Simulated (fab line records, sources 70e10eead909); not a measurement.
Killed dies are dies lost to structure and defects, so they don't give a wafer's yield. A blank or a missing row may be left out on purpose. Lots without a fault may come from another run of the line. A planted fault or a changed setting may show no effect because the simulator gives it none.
Chamber matching | flow nand_harc | NHARC_A_BLC_STRIP_29 on rie_diel-12: 4 sister chambers
The step strips in CF4. 16 wafers are shown with their chamber, then 8 later ones without.

WAFERS WITH THEIR CHAMBER
wafer  | chamber | showerhead_plenum_p_Torr (Torr) | drypump_motor_current_A (A) | throttle_valve_pct (%)
L161.1 | 2       | 1.72                            | 5.7                         | 13.278
L161.2 | 3       | 1.71                            | 6.1                         | 13.283
L161.6 | 3       | 1.71                            | 6.1                         | 13.282
L162.1 | 1       | 1.75                            | 5.2                         | 13.280
L162.3 | 3       | 1.71                            | 6.1                         | 13.296
L162.6 | 0       | 1.82                            | 6.5                         | 13.298
L175.1 | 3       | 1.71                            | 6.1                         | 13.300
L175.3 | 2       | 1.72                            | 5.7                         | 13.275
L175.4 | 0       | 1.82                            | 6.5                         | 13.266
L178.1 | 1       | 1.74                            | 5.1                         | 13.296
L178.2 | 0       | 1.82                            | 6.5                         | 13.258
L178.5 | 0       | 1.82                            | 6.5                         | 13.288
L177.1 | 0       | 1.82                            | 6.4                         | 13.291
L177.3 | 3       | 1.71                            | 6.1                         | 13.282
L177.5 | 3       | 1.71                            | 6.1                         | 13.282
L179.1 | 1       | 1.74                            | 5.1                         | 13.289

SIGNATURES (means of the wafers above)
reading                  | chamber 0 | chamber 1 | chamber 2 | chamber 3 | scatter within a chamber
showerhead_plenum_p_Torr | 1.8200    | 1.7433    | 1.7200    | 1.7100    | 0.00236
drypump_motor_current_A  | 6.480     | 5.133     | 5.700     | 6.100     | 0.035
throttle_valve_pct       | 13.28020  | 13.28833  | 13.27650  | 13.28750  | 0.0118
Rule: a wafer's distance from a chamber is the root of the sum, over the readings, of the square of ((its reading less the chamber's mean) divided by the reading's scatter). The wafer belongs to the nearest chamber; if the next one is less than 2 further off, it can't be placed. The scatter: the root of (the sum of the squares of (reading less its chamber's mean) over the shown wafers, divided by (wafers less chambers)).

WAFERS WITHOUT THEIR CHAMBER
wafer  | showerhead_plenum_p_Torr (Torr) | drypump_motor_current_A (A) | throttle_valve_pct (%)
L179.2 | 1.71                            | 6.1                         | 13.294
L179.4 | 1.72                            | 5.7                         | 13.271
L180.1 | 1.72                            | 5.7                         | 13.286
L180.5 | 1.71                            | 6.1                         | 13.286
L180.6 | 1.82                            | 6.5                         | 13.301
L183.1 | 1.71                            | 6.1                         | 13.290
L183.3 | 1.72                            | 5.7                         | 13.278
L183.6 | 1.82                            | 6.5                         | 13.293

WHICH CHAMBER EACH WENT THROUGH
wafer  | from the rows above | in truth
L179.2 | 3                   | 3
L179.4 | 2                   | 2
L180.1 | 2                   | 2
L180.5 | 3                   | 3
L180.6 | 0                   | 0
L183.1 | 3                   | 3
L183.3 | 2                   | 2
L183.6 | 0                   | 0
Placed correctly: 8 of 8. Can't be placed from these rows: 0. Placed wrongly: 0.
